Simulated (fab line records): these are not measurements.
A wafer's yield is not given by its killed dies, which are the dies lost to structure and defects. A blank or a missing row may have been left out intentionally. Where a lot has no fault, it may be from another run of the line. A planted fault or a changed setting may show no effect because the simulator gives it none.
Chamber matching    flow n5-finfet    4 sister chambers for N5_HKMG_FIN_ETCH_58 on rie-diel-03
The step etches SOC in N2/H2, target depth 215.8 nm, time 741 s. 14 wafers are shown with their chamber, then 7 later ones without.

== WAFERS PAIRED WITH THEIR CHAMBERS ==
wafer   chamber  showerhead-plenum-p-Torr (Torr)  throttle-valve-pct (%)  drypump-motor-current-A (A)
L074.2  1        2.44                             17.75                   5.73
L074.5  2        2.32                             17.73                   5.57
L074.6  1        2.44                             17.74                   5.70
L079.2  3        2.49                             17.56                   5.76
L079.4  3        2.49                             17.56                   5.76
L079.5  0        2.69                             18.08                   5.59
L084.2  0        2.69                             18.12                   5.57
L084.3  3        2.49                             17.56                   5.76
L084.4  2        2.31                             17.79                   5.58
L087.1  3        2.49                             17.57                   5.80
L087.3  1        2.43                             17.81                   5.69
L087.4  0        2.68                             18.12                   5.58
L088.3  0        2.68                             18.12                   5.58
L088.4  1        2.43                             17.80                   5.72

SIGNATURES (means of the wafers above)
reading                   chamber 0  chamber 1  chamber 2  chamber 3  scatter within a chamber
showerhead-plenum-p-Torr  2.6850     2.4350     2.3150     2.4900     0.005
throttle-valve-pct        18.1100    17.7750    17.7600    17.5625    0.026
drypump-motor-current-A   5.5800     5.7100     5.5750     5.7700     0.0157
Rule: a wafer lies at a distance from a chamber equal to the root of the sum of squares, over the readings, of (its reading less the chamber's mean, divided by the reading's scatter). The wafer belongs to the nearest chamber; if the next one is less than 2 further off, it can't be placed. How the scatter is found: for the shown wafers, subtract from each reading the mean of its chamber, square and add these, divide the total by (wafers less chambers), then take the root.

== WAFERS WITH NO CHAMBER GIVEN ==
wafer   showerhead-plenum-p-Torr (Torr)  throttle-valve-pct (%)  drypump-motor-current-A (A)
L088.6  2.31                             17.79                   5.57
L089.1  2.43                             17.81                   5.71
L089.2  2.68                             18.13                   5.56
L089.3  2.31                             17.81                   5.60
L090.1  2.68                             18.14                   5.57
L090.2  2.43                             17.82                   5.71
L090.5  2.43                             17.81                   5.73

== CHAMBER TAKEN BY EACH ==
wafer   from the rows above  in truth
L088.6  2                    2
L089.1  1                    1
L089.2  0                    0
L089.3  2                    2
L090.1  0                    0
L090.2  1                    1
L090.5  1                    1
Placed correctly: 7 of 7. Not placeable from these rows: 0. Placed wrongly: 0.
